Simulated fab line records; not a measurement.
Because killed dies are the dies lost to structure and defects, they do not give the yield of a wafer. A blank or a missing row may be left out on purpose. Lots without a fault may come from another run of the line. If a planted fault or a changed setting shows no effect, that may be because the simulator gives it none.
fab line records	flow n5-finfet
record: lots: 10	wafers: 30	last-day: 19
route steps=1938 shown BEOL_M1@830 BEOL_M2@843 BEOL_M4@1111 PASSIVATION@1936
lots that met no fault: from a run of the same line without faults
start-h: hours from the record's first day to the start of the lot's first wafer shown	wait-h: hours since the lot's step before	" the same as in the row above	L1.1+2: several wafers, shown together as one row	- no value, or no start given	* or withheld: withheld	< > ~ a bound
route shown NAME@n: a module of which the file shows steps, and the number in the route of the first	usual: average and standard deviation across the fault-free wafers	same: alike in all rows	chamber/n: place in a boat	sites: readings site by site	_std_site: standard deviation across them	_edge_site: outer sites' mean less inner sites'	radius-mm: how far each site lies from the wafer's centre	mask NAME#n: copy n	behind: the last tool/chamber to shape the wafer	hold: reason for holding the lot/hours on hold/outcome of the hold	device: names the non-switching transistor (n, p or np)	end of line: the tests these same wafers got at the end of their route	a step without rows: its recipe alone	killed: dies lost to structure and defects at the first sort, not the wafer's yield	map: a wafer's dies, x killed, . not, _ none there
set.NAME: the setting the step ran with; set.NAME@STEP: the setting that earlier step ran with	model.NAME: the simulator's own value behind a step, which no gauge read
a sample of lots followed through the steps of the route, with each step as a table and each wafer as a row
services: from which hour (start-h, from the record's first day; less than 0 if before it) a tool's chamber was out of use, for how many hours, and why
== steps ==
step: N5_BEOL_M1_SPUTTER_96
recipe: material: Cu	target-thk-a: 45	temp-c: -20	chamber-pressure-pa: 0.07	power-w: withheld	time-s: 8.29
usual: throttle-valve-pct: 30.4/1.1
lot.wafer	tool	chamber	start-h	wait-h	throttle-valve-pct
L598.2	pvd-sputter-03	-	138.16	0.1	28.0
L598.3	"	-	"	"	30.9
L598.5	"	-	"	"	30.8
L599.1	pvd-sputter-01	-	143.83	0.1	32.1
L599.2	"	-	"	"	30.8
L599.4	"	-	"	"	30.9
L608.2	pvd-sputter-03	-	193.99	0.1	30.9
L608.5	"	-	"	"	27.9
L608.6	"	-	"	"	30.3
L607.4	pvd-sputter-01	-	194.05	0.1	31.9
L607.5	"	-	"	"	30.7
L607.6	"	-	"	"	30.7
L610.4	pvd-sputter-01	-	205.40	0.1	31.2
L610.5	"	-	"	"	30.8
L610.6	"	-	"	"	30.8
L611.1	pvd-sputter-02	-	214.50	0.1	28.7
L611.2	"	-	"	"	29.5
L611.4	"	-	"	"	30.2
L613.1	pvd-sputter-02	-	232.86	0.1	28.8
L613.4	"	-	"	"	30.4
L613.6	"	-	"	"	28.8
L617.2	pvd-sputter-01	-	253.06	0.1	30.7
L617.3	"	-	"	"	31.1
L617.4	"	-	"	"	32.0
L618.1	pvd-sputter-02	-	259.39	0.1	31.0
L618.4	"	-	"	"	28.8
L618.5	"	-	"	"	29.3
L620.3	pvd-sputter-02	-	269.50	0.1	28.5
L620.4	"	-	"	"	29.4
L620.5	"	-	"	"	29.5
step: N5_BEOL_M1_CO_CAP_55
recipe: material: Co	target-thk-a: 20	temp-c: 200	precursor: CCTBA/H2	pressure-torr: 30	time-s: 102.1
usual: heater-power-w: 232/20
lot.wafer	tool	chamber	start-h	wait-h	heater-power-w
L598.2	cvd-co-02	2	139.06	0.0	237
L598.3	"	2	"	"	224
L598.5	"	0	"	"	211
L599.1	cvd-co-01	1	144.69	0.0	282
L599.2	"	0	"	"	226
L599.4	"	0	"	"	224
L608.2	cvd-co-02	0	195.29	0.0	221
L608.5	"	2	"	"	231
L608.6	"	0	"	"	220
L607.4	cvd-co-01	0	195.48	0.0	225
L607.5	"	1	"	"	269
L607.6	"	2	"	"	222
L610.4	cvd-co-02	0	206.32	0.0	218
L610.5	"	2	"	"	227
L610.6	"	1	"	"	232
L611.1	cvd-co-01	0	215.45	0.0	225
L611.2	"	1	"	"	270
L611.4	"	2	"	"	219
L613.1	cvd-co-01	1	233.72	0.0	270
L613.4	"	2	"	"	221
L613.6	"	1	"	"	273
L617.2	cvd-co-02	0	253.92	0.0	213
L617.3	"	2	"	"	226
L617.4	"	0	"	"	224
L618.1	cvd-co-02	1	260.26	0.0	232
L618.4	"	2	"	"	229
L618.5	"	1	"	"	238
L620.3	cvd-co-01	2	271.53	0.0	214
L620.4	"	0	"	"	221
L620.5	"	2	"	"	219
step: N5_BEOL_M1_INSPECT_59
recipe: inspect-instrument: darkfield	mode: post-dep
usual: raw-defect-count: 75/24
lot.wafer	tool	chamber	start-h	wait-h	raw-defect-count
L598.2	defect-inspect-01	-	139.33	0.0	85
L598.3	"	-	"	"	107
L598.5	"	-	"	"	53
L599.1	defect-inspect-02	-	144.90	0.0	92
L599.2	"	-	"	"	79
L599.4	"	-	"	"	95
L608.2	defect-inspect-01	-	195.53	0.0	123
L608.5	"	-	"	"	56
L608.6	"	-	"	"	81
L607.4	defect-inspect-02	-	195.66	0.0	148
L607.5	"	-	"	"	109
L607.6	"	-	"	"	101
L610.4	defect-inspect-01	-	206.52	0.0	66
L610.5	"	-	"	"	146
L610.6	"	-	"	"	96
L611.1	defect-inspect-01	-	215.79	0.0	57
L611.2	"	-	"	"	52
L611.4	"	-	"	"	46
L613.1	defect-inspect-02	-	233.93	0.0	51
L613.4	"	-	"	"	54
L613.6	"	-	"	"	62
L617.2	defect-inspect-01	-	254.13	0.0	88
L617.3	"	-	"	"	74
L617.4	"	-	"	"	89
L618.1	defect-inspect-02	-	260.46	0.0	48
L618.4	"	-	"	"	83
L618.5	"	-	"	"	71
L620.3	defect-inspect-02	-	271.74	0.0	73
L620.4	"	-	"	"	84
L620.5	"	-	"	"	70
step: N5_BEOL_M2_PECVD_72
recipe: material: SiO2	target-thk-a: 160	temp-c: 400	precursor: TEOS/O2	pressure-torr: 5.5	rf-w: 450	teos-flow-sccm: 53.8	gas: O2	flow-sccm: 3000	time-s: 18
usual: chamber-pressure-Torr: 5.498/0.013	heater-power-outer-w: 427/73	heater-power-w: 729/90	showerhead-plenum-p-Torr: 8.79/0.062	throttle-valve-pct: 22.4/0.41
lot.wafer	tool	chamber	start-h	wait-h	chamber-pressure-Torr	heater-power-outer-w	heater-power-w	showerhead-plenum-p-Torr	throttle-valve-pct
L598.2	pecvd-02	2	139.47	0.0	5.478	380	715	8.75	22.1
L598.3	"	0	"	"	5.495	455	777	8.88	22.6
L598.5	"	0	"	"	5.510	456	760	8.90	22.2
L599.1	pecvd-01	1	145.04	0.0	5.470	409	688	8.71	22.8
L599.2	"	2	"	"	5.496	482	759	8.72	21.8
L599.4	"	2	"	"	5.521	475	790	8.70	21.7
L608.2	pecvd-02	1	195.67	0.0	-	-	-	-	-
L608.5	"	2	"	"	-	-	-	-	-
L608.6	"	1	"	"	-	-	-	-	-
L607.4	pecvd-04	1	195.83	0.1	-	-	-	-	-
L607.5	"	0	"	"	-	-	-	-	-
L607.6	"	2	"	"	-	-	-	-	-
L610.4	pecvd-02	1	206.68	0.1	5.516	582	903	8.84	22.4
L610.5	"	2	"	"	5.504	394	709	8.79	21.8
L610.6	"	1	"	"	5.503	589	915	8.85	22.4
L611.1	pecvd-02	1	215.93	0.0	5.505	545	889	8.86	22.2
L611.2	"	2	"	"	5.482	381	690	8.78	22.3
L611.4	"	1	"	"	5.502	552	868	8.84	22.2
L613.1	pecvd-04	0	234.07	0.0	5.492	332	544	8.74	22.3
L613.4	"	1	"	"	5.488	391	714	8.77	22.8
L613.6	"	0	"	"	5.489	318	565	8.78	22.3
L617.2	pecvd-04	0	254.27	0.0	5.521	397	640	8.74	22.2
L617.3	"	1	"	"	5.501	409	751	8.77	22.8
L617.4	"	2	"	"	5.506	453	725	8.74	22.0
L618.1	pecvd-02	1	260.61	0.0	5.482	528	873	8.86	22.4
L618.4	"	0	"	"	5.499	499	872	8.87	22.3
L618.5	"	2	"	"	5.502	402	727	8.78	22.1
L620.3	pecvd-04	0	271.88	0.0	5.508	384	642	8.73	22.5
L620.4	"	2	"	"	5.497	419	682	8.74	22.3
L620.5	"	1	"	"	5.494	371	705	8.75	22.9
step: N5_BEOL_M4_RC_MEAS_101
usual: DIBL_N: 35.3/1.8	DIBL_P: 35.2/2.2	IOFF_N: 0.144/0.029	IOFF_P: 0.19/0.031	ION_N: 670/12	ION_P: 460/7.6	SS_N: 71.2/0.62	SS_P: 73.0/0.69	VT_N: 251/3.4	VT_P: -251.4/2.6
lot.wafer	tool	chamber	start-h	wait-h	DIBL_N[mV/V]	DIBL_P[mV/V]	IOFF_N[nA/um]	IOFF_P[nA/um]	ION_N[uA/um]	ION_P[uA/um]	SS_N[mV/dec]	SS_P[mV/dec]	VT_N[mV]	VT_P[mV]
L598.2	prober-02	0	192.42	0.2	33.2	33.2	0.121	0.16	657	446	70.9	72.7	254	-255.4
L598.3	"	0	"	"	33.8	34.6	0.138	0.19	688	471	70.9	72.6	250	-251.3
L598.5	"	0	"	"	34.2	34.7	0.134	0.19	659	456	70.6	73.1	251	-249.5
L599.1	prober-02	0	210.52	0.0	35.0	35.5	0.112	0.16	661	460	70.7	72.4	258	-253.7
L599.2	"	0	"	"	35.8	36.9	0.119	0.17	655	456	71.5	73.4	256	-254.2
L599.4	"	0	"	"	33.7	34.3	0.097	0.14	664	455	70.7	71.6	257	-258.8
L607.4	prober-01	0	245.55	0.5	34.7	33.6	0.141	0.17	678	466	70.9	72.3	249	-251.2
L607.5	"	0	"	"	34.1	32.5	0.115	0.15	661	458	70.4	71.8	253	-253.0
L607.6	"	0	"	"	33.8	33.2	0.123	0.15	680	466	70.3	72.3	252	-252.5
L608.2	prober-02	0	245.73	0.2	36.4	34.6	0.139	0.20	660	456	70.8	72.9	252	-251.3
L608.5	"	0	"	"	37.2	36.3	0.151	0.22	668	464	71.5	73.7	251	-249.3
L608.6	"	0	"	"	35.8	34.6	0.131	0.19	674	464	71.6	72.4	252	-250.5
L610.4	prober-01	0	247.36	0.5	34.3	33.8	0.124	0.18	679	469	71.9	72.3	254	-251.6
L610.5	"	0	"	"	36.0	36.2	0.150	0.21	687	471	72.0	72.4	249	-249.7
L610.6	"	0	"	"	36.5	36.8	0.172	0.24	688	470	71.8	73.6	247	-248.1
L611.1	prober-01	0	277.36	0.0	35.1	34.1	0.134	0.17	676	463	71.4	71.9	252	-254.0
L611.2	"	0	"	"	37.0	36.3	0.153	0.19	673	455	71.4	73.8	250	-255.1
L611.4	"	0	"	"	37.7	36.9	0.171	0.19	674	457	72.1	73.1	247	-252.8
L617.2	prober-02	0	309.54	0.2	34.2	33.7	0.142	0.19	685	470	70.9	72.5	250	-249.0
L617.3	"	0	"	"	32.6	31.2	0.108	0.16	667	460	71.0	72.6	253	-253.1
L617.4	"	0	"	"	33.4	32.4	0.120	0.18	684	474	70.9	72.9	254	-249.8
L613.1	prober-02	0	315.18	0.0	35.6	36.8	0.138	0.20	676	467	71.4	73.2	252	-252.4
L613.4	"	0	"	"	34.3	33.9	0.111	0.16	669	466	71.0	72.4	255	-254.0
L613.6	"	0	"	"	36.8	37.6	0.154	0.21	672	458	71.3	73.4	252	-252.4
L618.1	prober-02	0	318.38	0.0	38.2	38.3	0.193	0.24	678	463	72.3	73.8	246	-248.2
L618.4	"	0	"	"	36.5	36.2	0.149	0.22	677	461	71.6	72.4	252	-249.9
L618.5	"	0	"	"	33.5	32.3	0.112	0.16	671	467	71.1	71.8	251	-253.5
L620.3	prober-01	0	341.91	0.3	35.6	34.8	0.137	0.18	667	456	71.4	73.4	254	-254.8
L620.4	"	0	"	"	40.4	40.9	0.234	0.28	680	461	73.2	74.8	244	-247.3
L620.5	"	0	"	"	37.9	37.7	0.171	0.23	670	460	72.4	74.4	247	-250.3
step: N5_PASSIVATION_PROBE_49
usual: defect-limited-yield: 91.0/1.4	killed_at_M0_to_M3: 36/10	killed_at_M4_up: 15/5	killed-at-contacts: 12/6.1	killed-at-front-end: 40/13	killed-at-other: 3.8/2.9	killed-dies: 106/16	killed-on-rim: 14/4.1	killed-open: 68/12	killed-short: 35/8.2	sort_bin_5_function: 5.2/0.9	sort_bin_6_memory: 3.4/0.71	sort-n-pass: 1073/17	sort-yield-pct: 91.0/1.5
same: gross-dies: 1180	killed-at-back-side: 0	sort_bin_4_leakage[%]: 0	sort_bin_8_speed[%]: 0
lot.wafer	tool	chamber	start-h	wait-h	defect-limited-yield[%]	killed_at_M0_to_M3	killed_at_M4_up	killed-at-contacts	killed-at-front-end	killed-at-other	killed-dies	killed-on-rim	killed-open	killed-short	sort_bin_5_function[%]	sort_bin_6_memory[%]	sort-n-pass	sort-yield-pct[%]
L598.2	prober-02	-	296.92	0.1	91.3	24	13	18	45	3	103	18	77	23	5.3	3.4	1077	91.3
L598.3	prober-02	-	296.97	0.1	88.1	35	10	17	75	3	140	14	91	47	7.1	4.5	1040	88.1
L598.5	prober-02	-	297.07	0.2	88.9	37	19	17	58	0	131	15	99	30	6.4	4.1	1049	88.9
L599.1	prober-02	-	330.79	0.0	91.4	32	12	4	44	9	101	21	59	37	4.8	3.3	1079	91.4
L599.2	prober-02	-	330.84	0.1	93.6	39	10	3	20	4	76	8	50	23	3.6	2.6	1104	93.6
L599.4	prober-02	-	330.94	0.2	90.3	46	7	4	47	10	114	13	69	44	5.4	3.7	1066	90.3
L607.4	prober-02	-	364.57	0.2	62.9	392	7	14	24	1	438	114	53	27	34.9	1.9	742	62.9
L607.5	prober-02	-	364.62	0.2	63.1	374	22	13	22	4	435	18	62	27	33.8	2.7	745	63.1
L607.6	prober-02	-	364.67	0.3	64.6	355	15	18	28	2	418	113	69	38	31.0	3.7	762	64.6
L608.2	prober-02	-	376.82	0.1	65.8	361	5	12	24	2	404	74	49	23	32.2	1.9	776	65.8
L608.5	prober-02	-	376.97	0.2	63.1	357	22	19	35	2	435	101	68	46	32.5	3.9	745	63.1
L608.6	prober-02	-	377.02	0.3	63.1	385	14	4	32	0	435	78	62	38	33.7	2.5	745	63.1
L610.4	prober-01	-	377.64	0.9	91.2	35	14	8	41	6	104	15	68	34	5.1	3.6	1076	91.2
L610.5	prober-01	-	377.69	0.9	91.9	28	12	15	37	4	96	15	68	27	4.9	3.1	1084	91.9
L610.6	prober-01	-	377.74	1.0	91.8	25	17	4	47	4	97	12	66	29	4.9	3.0	1083	91.8
L611.1	prober-01	-	392.30	0.0	88.1	57	10	10	58	6	141	19	96	43	6.6	4.8	1039	88.1
L611.2	prober-01	-	392.35	0.1	90.8	40	14	7	43	4	108	16	74	28	5.9	2.4	1072	90.8
L611.4	prober-01	-	392.45	0.2	90.9	41	16	10	31	9	107	12	73	31	5.5	3.2	1073	90.9
L617.2	prober-02	-	422.36	0.1	91.4	32	18	23	28	1	102	12	71	27	5.4	2.8	1078	91.4
L617.3	prober-02	-	422.41	0.1	92.8	24	8	17	36	0	85	14	53	29	4.3	2.4	1095	92.8
L617.4	prober-02	-	422.46	0.2	92.6	22	8	8	47	2	87	11	48	33	4.2	2.6	1093	92.6
L618.1	prober-01	-	432.70	0.0	91.4	43	12	9	33	5	102	14	61	37	5.7	2.4	1078	91.4
L618.4	prober-01	-	432.85	0.2	88.1	20	15	13	85	8	141	15	83	54	6.1	5.1	1039	88.1
L618.5	prober-01	-	432.90	0.2	87.4	34	19	11	80	5	149	10	94	49	6.5	5.2	1031	87.4
L613.1	prober-01	-	433.00	0.3	88.8	56	19	10	47	0	132	17	83	46	6.2	4.7	1048	88.8
L613.4	prober-01	-	433.15	0.4	90.8	52	14	11	24	7	108	16	71	31	5.8	3.1	1072	90.8
L613.6	prober-01	-	433.25	0.5	91.8	28	20	11	36	2	97	12	60	33	5.6	2.4	1083	91.8
L620.3	prober-02	-	452.92	0.1	91.5	42	17	11	25	5	100	7	69	28	4.5	3.2	1080	91.5
L620.4	prober-02	-	452.97	0.2	89.8	27	12	9	70	2	120	13	73	46	5.7	4.0	1060	89.8
L620.5	prober-02	-	453.02	0.2	92.3	31	18	4	32	6	91	18	67	21	4.8	2.8	1089	92.3
killed by level:class
L598.2 MOL_CONTACT_COAG:geometric-particle:open=17 STI_FIN_REVEAL:geometric-particle:open=15 FIN_SAQP:geometric-particle:open=9 FIN_SAQP:geometric-particle:short=6 BEOL_M3:geometric-particle:open=6 GATE_CUT:geometric-particle:open=5 BEOL_M2:geometric-particle:open=5 BEOL_M4:geometric-particle:open=5
L598.3 STI_FIN_REVEAL:geometric-particle:open=27 FIN_SAQP:geometric-particle:open=18 MOL_CONTACT_COAG:geometric-particle:open=11 GATE_CUT:geometric-particle:short=10 BEOL_M0_SAQP:geometric-particle:short=8 FIN_SAQP:geometric-particle:short=7 BEOL_M3:geometric-particle:open=6 STI_FIN_REVEAL:geometric-particle:short=5
L598.5 STI_FIN_REVEAL:geometric-particle:open=19 FIN_SAQP:geometric-particle:open=18 MOL_CONTACT_COAG:geometric-particle:open=12 BEOL_M0_SAQP:geometric-particle:open=8 BEOL_M3:geometric-particle:open=8 BEOL_M2:geometric-particle:open=6 BEOL_M0:geometric-particle:open=6 BEOL_M4:geometric-particle:open=6
L599.1 STI_FIN_REVEAL:geometric-particle:open=10 STARTING-WAFER:geometric-particle:open=8 BEOL_M3:geometric-particle:open=7 BEOL_M0_SAQP:geometric-particle:open=6 BEOL_M0_SAQP:geometric-particle:short=5 BEOL_M5:geometric-particle:open=5 HKMG_FIN:area-etch=5 STI_FIN_REVEAL:geometric-particle:short=4
L599.2 BEOL_M1:geometric-particle:open=14 BEOL_M0_SAQP:geometric-particle:open=7 BEOL_M0_SAQP:geometric-particle:short=7 STI_FIN_REVEAL:geometric-particle:open=5 BEOL_M2:geometric-particle:open=4 DUMMY_GATE:geometric-particle:open=3 MOL_CONTACT_COAG:geometric-particle:open=3 BEOL_M5:geometric-particle:open=3
L599.4 FIN_SAQP:geometric-particle:short=15 BEOL_M0_SAQP:geometric-particle:open=14 BEOL_M0_SAQP:geometric-particle:short=10 STI_FIN_REVEAL:geometric-particle:open=9 BEOL_M1:geometric-particle:open=9 BEOL_M2:geometric-particle:open=8 FIN_SAQP:geometric-particle:open=6 DUMMY_GATE:geometric-particle:open=3
L607.4 BEOL_M2:area-pecvd=358 MOL_CONTACT_COAG:geometric-particle:open=10 BEOL_M2:geometric-particle:open=9 BEOL_M0_SAQP:geometric-particle:open=7 FIN_SAQP:geometric-particle:short=6 BEOL_M0_SAQP:geometric-particle:short=6 BEOL_M1:geometric-particle:open=5 FIN_SAQP:geometric-particle:open=4
L607.5 BEOL_M2:area-pecvd=344 MOL_CONTACT_COAG:geometric-particle:open=9 STI_FIN_REVEAL:geometric-particle:open=7 BEOL_M0_SAQP:geometric-particle:short=7 BEOL_M1:geometric-particle:open=7 BEOL_M4:geometric-particle:open=7 BEOL_M0_SAQP:geometric-particle:open=5 BEOL_M2:geometric-particle:open=5
L607.6 BEOL_M2:area-pecvd=311 MOL_CONTACT_COAG:geometric-particle:open=15 BEOL_M1:geometric-particle:open=9 BEOL_M2:geometric-particle:open=9 BEOL_M4:geometric-particle:open=9 STI_FIN_REVEAL:geometric-particle:open=8 FIN_SAQP:geometric-particle:short=7 BEOL_M3:geometric-particle:short=6
L608.2 BEOL_M2:area-pecvd=331 BEOL_M0_SAQP:geometric-particle:open=13 MOL_CONTACT_COAG:geometric-particle:open=11 BEOL_M0_SAQP:geometric-particle:short=8 DUMMY_GATE:geometric-particle:open=5 GATE_CUT:geometric-particle:short=4 BEOL_M4:geometric-particle:open=4 STI_FIN_REVEAL:geometric-particle:open=3
L608.5 BEOL_M2:area-pecvd=316 BEOL_M0_SAQP:geometric-particle:open=14 MOL_CONTACT_COAG:geometric-particle:open=13 BEOL_M0_SAQP:geometric-particle:short=12 BEOL_M5:geometric-particle:open=10 GATE_CUT:geometric-particle:short=8 BEOL_M3:geometric-particle:open=7 BEOL_M5:geometric-particle:short=6
L608.6 BEOL_M2:area-pecvd=333 BEOL_M0_SAQP:geometric-particle:short=15 BEOL_M3:geometric-particle:open=15 BEOL_M0_SAQP:geometric-particle:open=12 GATE_CUT:geometric-particle:short=9 STI_FIN_REVEAL:geometric-particle:open=6 FIN_SAQP:geometric-particle:open=4 BEOL_M2:geometric-particle:open=4
L610.4 BEOL_M2:geometric-particle:open=12 BEOL_M3:geometric-particle:open=10 FIN_SAQP:geometric-particle:short=9 STI_FIN_REVEAL:geometric-particle:open=6 MOL_CONTACT_COAG:geometric-particle:open=6 FIN_SAQP:geometric-particle:open=5 BEOL_M0_SAQP:geometric-particle:short=5 BEOL_M4:geometric-particle:open=5
L610.5 DUMMY_GATE:geometric-particle:open=13 MOL_CONTACT_COAG:geometric-particle:open=12 BEOL_M2:geometric-particle:open=8 STI_FIN_REVEAL:geometric-particle:open=7 BEOL_M3:geometric-particle:open=7 STI_FIN_REVEAL:geometric-particle:short=5 BEOL_M1:geometric-particle:open=4 BEOL_M4:geometric-particle:open=4
L610.6 STI_FIN_REVEAL:geometric-particle:open=14 FIN_SAQP:geometric-particle:open=9 BEOL_M4:geometric-particle:open=7 DUMMY_GATE:geometric-particle:open=7 BEOL_M2:geometric-particle:open=6 FIN_SAQP:geometric-particle:short=4 SPACER0:geometric-particle:open=3 MOL_CONTACT_COAG:geometric-particle:open=3
L611.1 BEOL_M2:geometric-particle:open=21 STI_FIN_REVEAL:geometric-particle:open=15 FIN_SAQP:geometric-particle:open=11 FIN_SAQP:geometric-particle:short=10 BEOL_M0_SAQP:geometric-particle:open=9 BEOL_M1:geometric-particle:open=9 MOL_CONTACT_COAG:geometric-particle:open=8 GATE_CUT:geometric-particle:short=7
L611.2 BEOL_M2:geometric-particle:open=18 STI_FIN_REVEAL:geometric-particle:open=9 BEOL_M0_SAQP:geometric-particle:open=9 MOL_CONTACT_COAG:geometric-particle:open=7 BEOL_M4:geometric-particle:open=7 GATE_CUT:geometric-particle:short=6 STI_FIN_REVEAL:geometric-particle:short=5 DUMMY_GATE:geometric-particle:open=5
L611.4 MOL_CONTACT_COAG:geometric-particle:open=10 STI_FIN_REVEAL:geometric-particle:open=9 BEOL_M4:geometric-particle:open=9 BEOL_M0_SAQP:geometric-particle:short=8 BEOL_M1:geometric-particle:open=8 BEOL_M3:geometric-particle:open=8 BEOL_M0_SAQP:geometric-particle:open=7 BEOL_M2:geometric-particle:open=6
L617.2 MOL_CONTACT_COAG:geometric-particle:open=15 BEOL_M4:geometric-particle:open=12 FIN_SAQP:geometric-particle:open=9 MOL_CONTACT_COAG:geometric-particle:short=8 STI_FIN_REVEAL:geometric-particle:open=6 BEOL_M2:geometric-particle:open=6 BEOL_M0_SAQP:geometric-particle:short=6 BEOL_M1:geometric-particle:open=6
L617.3 MOL_CONTACT_COAG:geometric-particle:open=13 STI_FIN_REVEAL:geometric-particle:open=8 FIN_SAQP:geometric-particle:open=6 FIN_SAQP:geometric-particle:short=6 DUMMY_GATE:geometric-particle:open=6 BEOL_M1:geometric-particle:short=5 BEOL_M2:geometric-particle:open=4 MOL_CONTACT_COAG:geometric-particle:short=3
L617.4 STI_FIN_REVEAL:geometric-particle:open=17 FIN_SAQP:geometric-particle:open=7 BEOL_M0_SAQP:geometric-particle:short=7 STI_FIN_REVEAL:geometric-particle:short=5 MOL_CONTACT_COAG:geometric-particle:open=5 HKMG_FIN:area-etch=5 FIN_SAQP:geometric-particle:short=4 BEOL_M1:geometric-particle:open=4
L618.1 FIN_SAQP:geometric-particle:short=10 BEOL_M2:geometric-particle:open=10 MOL_CONTACT_COAG:geometric-particle:open=9 BEOL_M0_SAQP:geometric-particle:short=9 BEOL_M3:geometric-particle:open=8 STI_FIN_REVEAL:geometric-particle:open=6 FIN_SAQP:geometric-particle:open=4 BEOL_M1:geometric-particle:open=4
L618.4 STI_FIN_REVEAL:geometric-particle:open=20 FIN_SAQP:geometric-particle:short=19 FIN_SAQP:geometric-particle:open=15 MOL_CONTACT_COAG:geometric-particle:open=10 BEOL_M4:geometric-particle:open=7 DUMMY_GATE:geometric-particle:open=7 BEOL_M3:geometric-particle:short=6 GATE_CUT:geometric-particle:short=4
L618.5 STI_FIN_REVEAL:geometric-particle:open=25 FIN_SAQP:geometric-particle:short=17 BEOL_M2:geometric-particle:open=12 FIN_SAQP:geometric-particle:open=10 MOL_CONTACT_COAG:geometric-particle:open=8 STI_FIN_REVEAL:geometric-particle:short=7 BEOL_M0_SAQP:geometric-particle:open=7 BEOL_M0_SAQP:geometric-particle:short=5
L613.1 BEOL_M3:geometric-particle:open=17 FIN_SAQP:geometric-particle:short=11 BEOL_M0_SAQP:geometric-particle:short=11 FIN_SAQP:geometric-particle:open=10 MOL_CONTACT_COAG:geometric-particle:open=10 DUMMY_GATE:geometric-particle:open=8 BEOL_M2:geometric-particle:open=8 GATE_CUT:geometric-particle:short=7
L613.4 BEOL_M2:geometric-particle:open=16 BEOL_M0_SAQP:geometric-particle:open=12 MOL_CONTACT_COAG:geometric-particle:open=10 BEOL_M0_SAQP:geometric-particle:short=9 FIN_SAQP:geometric-particle:short=5 BEOL_M3:geometric-particle:open=5 BEOL_M1:geometric-particle:open=3 BEOL_M4:geometric-particle:short=3
L613.6 BEOL_M4:geometric-particle:open=11 GATE_CUT:geometric-particle:short=10 MOL_CONTACT_COAG:geometric-particle:open=9 BEOL_M1:geometric-particle:open=7 FIN_SAQP:geometric-particle:short=6 BEOL_M0_SAQP:geometric-particle:open=6 BEOL_M3:geometric-particle:open=6 FIN_SAQP:geometric-particle:open=5
L620.3 BEOL_M0_SAQP:geometric-particle:open=11 STI_FIN_REVEAL:geometric-particle:open=10 BEOL_M2:geometric-particle:open=10 MOL_CONTACT_COAG:geometric-particle:open=9 BEOL_M0_SAQP:geometric-particle:short=9 BEOL_M4:geometric-particle:open=8 FIN_SAQP:geometric-particle:short=4 GATE_CUT:geometric-particle:short=4
L620.4 STI_FIN_REVEAL:geometric-particle:open=16 FIN_SAQP:geometric-particle:short=13 FIN_SAQP:geometric-particle:open=12 GATE_CUT:geometric-particle:short=11 MOL_CONTACT_COAG:geometric-particle:open=8 BEOL_M4:geometric-particle:open=7 BEOL_M0_SAQP:geometric-particle:short=6 BEOL_M0_SAQP:geometric-particle:open=6
L620.5 STI_FIN_REVEAL:geometric-particle:open=13 BEOL_M3:geometric-particle:open=9 BEOL_M4:geometric-particle:open=9 BEOL_M0_SAQP:geometric-particle:open=8 BEOL_M0_SAQP:geometric-particle:short=6 FIN_SAQP:geometric-particle:open=4 GATE_CUT:geometric-particle:short=4 MOL_CONTACT_COAG:geometric-particle:open=4
== services ==
tool	chamber	start-h	hours	kind
pecvd-02	2	117.04	5.5	scheduled-down
pvd-sputter-01	-	118.60	4.4	repair
cvd-co-02	-	120.83	1.2	repair
cvd-co-02	1	129.48	16.5	repair
pecvd-04	1	134.98	10.8	repair
cvd-co-02	1	146.08	-	clean
cvd-co-02	1	146.08	22.0	scheduled-down
cvd-co-02	1	146.08	22.0	vent-cycle
pvd-sputter-03	-	148.55	9.3	repair
pecvd-04	2	154.70	5.5	scheduled-down
pecvd-01	0	158.21	4.7	repair
pecvd-02	2	163.53	2.1	scheduled-down
pecvd-01	2	180.45	5.6	repair
cvd-co-02	0	182.36	12.1	repair
pecvd-02	0	183.44	5.5	scheduled-down
cvd-co-02	1	191.54	13.6	repair
pecvd-04	2	202.38	-	clean
pecvd-02	0	203.83	5.4	repair
pecvd-04	1	208.68	11.0	repair
cvd-co-01	-	221.68	4.6	repair
pecvd-04	1	225.93	2.8	repair
pecvd-04	-	238.23	6.0	pm
pecvd-02	-	241.79	2.8	pm
cvd-co-02	0	264.52	17.4	repair
== key ==
first-sign: step: N5_BEOL_M2_PECVD_72	reading: tool-record	direction: missing
effect: step: N5_PASSIVATION_PROBE_49	reading: killed_at_M0_to_M3	direction: up	sigmas: 32	usual: 36	struck: 371
more-kills-born-at: N5_BEOL_M2_PECVD_72@pecvd-04: 1013	N5_BEOL_M2_PECVD_72@pecvd-02: 980
met-at N5_BEOL_M2_PECVD_72
struck-lots L607,L608
not-acting-at N5_BEOL_M1_SPUTTER_96,N5_BEOL_M1_CO_CAP_55,N5_BEOL_M1_INSPECT_59
onset-between 139.47 195.67
fault: kind: skipped-step-whole	tool: pecvd-02,pecvd-04	chamber: -	onset-h: 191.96	steps: N5_BEOL_M2_PECVD_72	scope: struck-lots-only
